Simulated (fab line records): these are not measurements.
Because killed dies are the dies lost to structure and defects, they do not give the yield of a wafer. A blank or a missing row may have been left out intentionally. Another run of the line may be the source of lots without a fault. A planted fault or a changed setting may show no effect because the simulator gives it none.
Comparing a struck lot with a sound one ; flow nand_harc ; 41 steps out of a route of 1302
Sound: wafers L998.3, L998.5, L998.6. Struck: wafer L114.1. (L114.3, L114.4 of the same lot were not struck and are left out.) The cause comes at the end.
Each step with rows lists, per side, the tool, then ch with its chambers, then its first start. Under that, the readings that differ: sound wafers ; struck wafers ; difference of the means ; sigmas: that difference in standard deviations of wafers without a fault.
alike: readings whose means differ by less than 2 such deviations, and words and numbers that are the same on both sides. not compared: withheld readings, readings that some wafer has no value for, bounds like >300 that may hide the same value, and numbers for which the record gives no deviation and whose values overlap.
A row with sigmas, a row that says differs or no value, or rows on one side alone: a step with any of these is where the two part. When numbers do not overlap yet have no deviation, they are printed without sigmas and do not part them. A reading missing from all wafers of one side parts the sides only when that side holds two or more wafers.

first, 1 step without rows for these wafers: NHARC_A_M1_DEVELOP_08 (develop time 35 s).
NHARC_A_M1_CD_MEAS_09 targets a cd of 120 nm.
  sound on cd_sem-02 ch 0, day 24 02:50; struck on cd_sem-03 ch 0, day 31 03:22
  alike: cd_nm
NHARC_A_M1_OVL_MEAS_10: pitch 240 nm.
  sound on overlay-02 at day 24 02:56; struck on overlay-01 at day 31 03:27
  alike: overlay_x_nm, overlay_y_nm
NHARC_A_M1_INSPECT_11:
  sound on defect_inspect-01 at day 24 02:58; struck on defect_inspect-02 at day 31 03:29
  alike: raw_defect_count
then, 2 steps without rows for these wafers: NHARC_A_M1_DESCUM_14 (chemistry O2, time 3 s); NHARC_A_M1_ETCH_35 (etches the open film in N2/H2, target depth 40 nm, overetch 12 nm, time 43.94 s).
NHARC_A_M1_ETCH_15: etches the open film in C4F8/Ar, target depth 182.5 nm, time 91.2 s.
  sound on rie_diel-01 ch 0,3; struck on rie_diel-01 ch 2
  alike: oes_product_au, rf_vpp_V
  not compared: rf_hours_counter_h
NHARC_A_M1_CD_MEAS_16:
  sound on cd_sem-02 at day 24 03:23; struck on cd_sem-03 at day 31 03:51
  alike: cd_nm
then, 4 steps without rows for these wafers: NHARC_A_M1_STRIP_18 (strips in N2/H2); NHARC_A_M1_ETCH_28 (etches the open film in CF4/N2, target depth 30 nm, time 72.99 s); NHARC_A_M1_STRIP_19 (strips in post etch residue remover, time 600 s); NHARC_A_M1_DEGAS_29 (time 60 s).
NHARC_A_M1_PRE_CLEAN_30: time 30 s.
  sound on pvd_sputter-03 at day 24 04:09; struck on pvd_sputter-03 at day 31 04:38
  alike: heater_power_w
NHARC_A_M1_PVD_20: deposits TaN, target thk 5 nm, time 8.06 s.
  sound on pvd_sputter-03; struck on pvd_sputter-03
  alike: throttle_valve_pct
then, 4 steps without rows for these wafers: NHARC_A_M1_PVD_21 (deposits Cu, target thk 30 nm, time 20.49 s); NHARC_A_M1_ECD_22 (material Cu, target thk 400 nm); NHARC_A_M1_ANNEAL_31 (time 90 s); NHARC_A_M1_CMP_23 (polishes, t overpolish 20 s, target thk 154.34 nm).
NHARC_A_M1_THK_MEAS_24: measures by xrf.
  sound on film_metro-01 at day 24 05:29; struck on film_metro-01 at day 31 06:22
  alike: thk_nm
then, 2 steps without rows for these wafers: NHARC_A_M1_SRD_25; NHARC_A_M1_PRE_CLEAN_32 (time 12 s).
NHARC_A_M1_DEP_33: deposits SiCN, target thk 30 nm.
  sound on pecvd-01 ch 0,1,2, day 24 05:47; struck on pecvd-03 ch 0, day 31 06:43
  alike: heater_power_w
then, 1 step without rows for these wafers: NHARC_A_BONDPAD_DEP_00 (deposits SiCN, target thk 250 nm).
NHARC_A_BONDPAD_CMP_29: polishes SiCN, target thk 200 nm.
  sound on cmp-04 ch 0,1, day 24 06:55; struck on cmp-01 ch 1, day 31 07:37
  alike: motor_current_A
NHARC_A_BONDPAD_THK_MEAS_30: measures by ellipsometry.
  sound on film_metro-02 at day 24 07:10; struck on film_metro-02 at day 31 07:53
  alike: thk_nm
then, 10 steps without rows for these wafers: NHARC_A_BONDPAD_SRD_31; NHARC_A_BONDPAD_DEHYDRATE_01 (time 120 s); NHARC_A_BONDPAD_HMDS_02 (time 30 s); NHARC_A_BONDPAD_COAT_33 (time 65 s); NHARC_A_BONDPAD_COAT_03 (resist thk 600 nm); NHARC_A_BONDPAD_SOFTBAKE_04 (time 70 s); NHARC_A_BONDPAD_EBR_05; NHARC_A_BONDPAD_EXPOSE_06 (exposes mask A BPAD); NHARC_A_BONDPAD_PEB_07 (peb time 80 s); NHARC_A_BONDPAD_DEVELOP_08 (time 50 s).
NHARC_A_BONDPAD_CD_MEAS_09 targets a cd of 500 nm.
  sound on cd_sem-01 ch 0, day 24 07:37; struck on cd_sem-02 ch 0, day 31 08:19
  alike: cd_nm
NHARC_A_BONDPAD_OVL_MEAS_35:
  sound on overlay-02 at day 24 07:42; struck on overlay-01 at day 31 08:25
  alike: overlay_x_nm, overlay_y_nm
then, 2 steps without rows for these wafers: NHARC_A_BONDPAD_HARDBAKE_10 (time 65 s); NHARC_A_BONDPAD_DESCUM_11 (chemistry O2, time 3 s).
NHARC_A_BONDPAD_ETCH_34: etches the open film in N2/H2, target depth 60 nm, overetch 18 nm, time 65.91 s.
  sound on rie_diel-06 ch 0,3, day 24 07:55; struck on rie_diel-06 ch 1, day 31 08:40
  alike: drypump_motor_current_A, n2_flow_sccm, oes_product_au, rf_vpp_V, showerhead_plenum_p_Torr, throttle_valve_pct
  not compared: rf_hours_counter_h
NHARC_END_SORT_01:
  sound on prober-02 ch 0, day 25 15:23; struck on prober-02 ch 0, day 33 03:32
reading;sound;struck;difference;sigmas
defect_limited_yield (%);89 87 87;73;-15;-4
killed_at_array;73 80 86;181;+101;+4
killed_dies;77 85 87;182;+99;+4
  alike: killed_at_other, killed_at_periphery, killed_open, killed_short

WHERE THEY PART
Only at NHARC_END_SORT_01, as far as this record shows.

WHY: the cause the simulator had injected
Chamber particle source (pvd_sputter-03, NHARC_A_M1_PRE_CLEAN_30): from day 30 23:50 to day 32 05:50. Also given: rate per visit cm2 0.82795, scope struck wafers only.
